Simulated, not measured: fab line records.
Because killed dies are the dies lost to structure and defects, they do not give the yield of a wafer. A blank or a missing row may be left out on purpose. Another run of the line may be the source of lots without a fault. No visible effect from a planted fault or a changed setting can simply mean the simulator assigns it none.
Matching of chambers -- flow n5_finfet -- N5_BEOL_M6_STRIP_19 on rie_diel-04: 4 sister chambers
The step strips in O2. 4 wafers are shown with their chamber, then 11 later ones without.

== WAFERS, EACH WITH ITS CHAMBER ==
wafer,chamber,showerhead_plenum_p_Torr (Torr)
L081.1,0,2.10
L081.3,3,2.24
L084.6,1,2.13
L087.1,2,2.00

== WAFERS MISSING THEIR CHAMBER ==
wafer,showerhead_plenum_p_Torr (Torr)
L087.2,2.23
L087.3,2.10
L087.4,2.13
L087.5,2.10
L087.6,2.23
L086.1,2.00
L086.5,2.00
L086.6,2.23
L093.1,2.12
L093.4,2.23
L093.6,2.09

== THE CHAMBER EACH PASSED THROUGH ==
wafer,from the rows above,in truth
L087.2,3,3
L087.3,0,0
L087.4,1,1
L087.5,0,0
L087.6,3,3
L086.1,2,2
L086.5,2,2
L086.6,3,3
L093.1,can't be placed: 1 or 0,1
L093.4,3,3
L093.6,0,0
Placed correctly: 10 of 11. Unplaceable from these rows: 1, with the true chamber sitting among the candidates in 1. Placed wrongly: 0.
How it was worked out, from the rows above alone: a wafer's distance from a chamber is the root of the sum, over the readings, of the square of ((its reading less the chamber's mean) divided by the reading's scatter). If the next closest chamber is less than 2 further off than the closest, the wafer can't be placed; otherwise it belongs to the closest. Each chamber's mean is taken over the wafers shown for it. The scatter: root of mean squared gap, hidden wafer to nearest shown wafer, with one shown wafer a chamber.
